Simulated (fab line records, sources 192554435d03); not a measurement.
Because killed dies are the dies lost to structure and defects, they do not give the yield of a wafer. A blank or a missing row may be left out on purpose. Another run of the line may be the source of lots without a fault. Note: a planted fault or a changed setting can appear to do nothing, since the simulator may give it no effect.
Split-lot experiment | flow n5Finfet | route with 1938 steps; 7 lots, 21 wafers read

== THE SPLIT ==
At N5_BEOL_M1_ETCH_70 (etches SOC in N2/H2, target depth 80 nm, overetch 16 nm, time 120 s), the setting biasW was moved away from the recipe's 150 W on 7 of the 21 wafers read, by -11.9% to +14.9%. The other wafers ran this setting at the recipe's value.

The reading comes from the split's own step.

== THE READING ==
rfVppV, in V, at N5_BEOL_M1_ETCH_70 (etches SOC in N2/H2, target depth 80 nm, overetch 16 nm, time 120 s). Typical for fault-free wafers on this fab line: 523.9 V, with standard deviation 2.1 V.

wafer  | tool, chamber at the split | biasW as run, W | against the recipe | rfVppV, V | against lot-mates on the recipe
L077.1 | rieDiel-04, 3              | 150             | recipe             | 524.5     | -
L077.2 | rieDiel-04, 2              | 150             | recipe             | 520.7     | -
L077.6 | rieDiel-04, 1              | 150             | recipe             | 521.6     | -
L081.2 | rieDiel-01, 3              | 172.4           | +14.9%             | 570.6     | no lot-mate on the recipe
L081.4 | rieDiel-01, 1              | 172.4           | +14.9%             | 574.8     | no lot-mate on the recipe
L081.5 | rieDiel-01, 2              | 172.4           | +14.9%             | 572.8     | no lot-mate on the recipe
L083.4 | rieDiel-04, 3              | 150             | recipe             | 523.2     | -
L083.5 | rieDiel-04, 1              | 150             | recipe             | 522.6     | -
L083.6 | rieDiel-04, 0              | 150             | recipe             | 523.1     | -
L084.1 | rieDiel-05, 1              | 150             | recipe             | 528.5     | -
L084.4 | rieDiel-05, 3              | 150             | recipe             | 521.1     | -
L084.6 | rieDiel-05, 2              | 150             | recipe             | 520.9     | -
L088.1 | rieDiel-01, 1              | 132.1           | -11.9%             | 486.7     | -39.4
L088.2 | rieDiel-01, 2              | 132.1           | -11.9%             | 483.6     | -42.5
L088.5 | rieDiel-01, 1              | 150             | recipe             | 526.1     | -
L090.2 | rieDiel-05, 2              | 150             | recipe             | 521.0     | -
L090.3 | rieDiel-05, 3              | 150             | recipe             | 522.1     | -
L090.6 | rieDiel-05, 3              | 150             | recipe             | 521.2     | -
L092.1 | rieDiel-01, 0              | 171.2           | +14.1%             | 571.9     | +48.5
L092.4 | rieDiel-01, 3              | 150             | recipe             | 523.4     | -
L092.5 | rieDiel-01, 1              | 171.2           | +14.1%             | 571.0     | +47.6

FIT RESULTS
A straight line over all 21 wafers: rfVppV changes by +3.32 V for each +1% of biasW; r = +1.00; the points scatter about the line by 2.2 V.
The same after taking each lot's own level away (the mean of its wafers on the recipe; 18 wafers): +3.41 V for each +1%; r = +1.00; scatter 1.8 V.
Per that fit: largest biasW move, reading shift of 51 V.
The lots' own levels span 521.43 to 526.10 V, that is 2.2 times the standard deviation above.
The two slopes agree, so the slope changes little with the lot-to-lot level.
Check: +48 V against its lot-mates is what the line predicts for one of the wafers moved furthest among these (+14.1%) when that wafer is left out of the fit. Against them it came out at +48.5 V.
Tool readings at the split's step, against how far the setting was moved: rfVppV r = +1.00.

== ADDITIONAL SPLITS CARRIED BY THESE WAFERS ==
Before the reading, these wafers also passed through other splits. Each is held against what the fit with the lots' levels taken away leaves over:
other split on the same wafers         | wafers away from the commonest value | r with rfVppV (lot level and that fit taken away)
N5_HKMG_FIN_COAT_42 spinRpm            | 10                                   | +0.05
N5_HKMG_FIN_ETCH_54 sourceW            | 6                                    | +0.10
N5_MOL_CONTACT_COAG_ETCH_110 biasW     | 6                                    | +0.05
N5_MOL_CONTACT_COAG_ETCHBACK_135 timeS | 6                                    | +0.19
N5_BEOL_M0_SAQP_ETCH_84 timeS          | 10                                   | -0.36
N5_BEOL_M0_SAQP_EXPOSE_37 doseMj       | 3                                    | +0.14
N5_BEOL_M0_SAQP_CUT_ETCH_46 timeS      | 7                                    | +0.36
N5_BEOL_M1_COAT_61 spinRpm             | 10                                   | +0.13
N5_BEOL_M1_COAT_62 spinRpm             | 8                                    | +0.13

== THE WHOLE CHAIN: every reading that the file lists as answering this split, in the file's order ==
step               | what it does                                                        | reading                                                                         | change (the file's fit)             | r (the file's)
N5_BEOL_M1_ETCH_70 | etches SOC in N2/H2, target depth 80 nm, overetch 16 nm, time 120 s | rfVppV                                                                          | +3.42 V for each +1% of the setting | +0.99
N5_BEOL_M1_ETCH_70 | etches SOC in N2/H2, target depth 80 nm, overetch 16 nm, time 120 s | SiARC_of_BEOL_M1_COAT_68.thkNm (the simulator's own value, which no gauge read) | -0.1 nm for each +1% of the setting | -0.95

== THE FILE'S OWN FIT ==
rfVppV changes by +3.42 V for each +1% of biasW, r = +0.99.
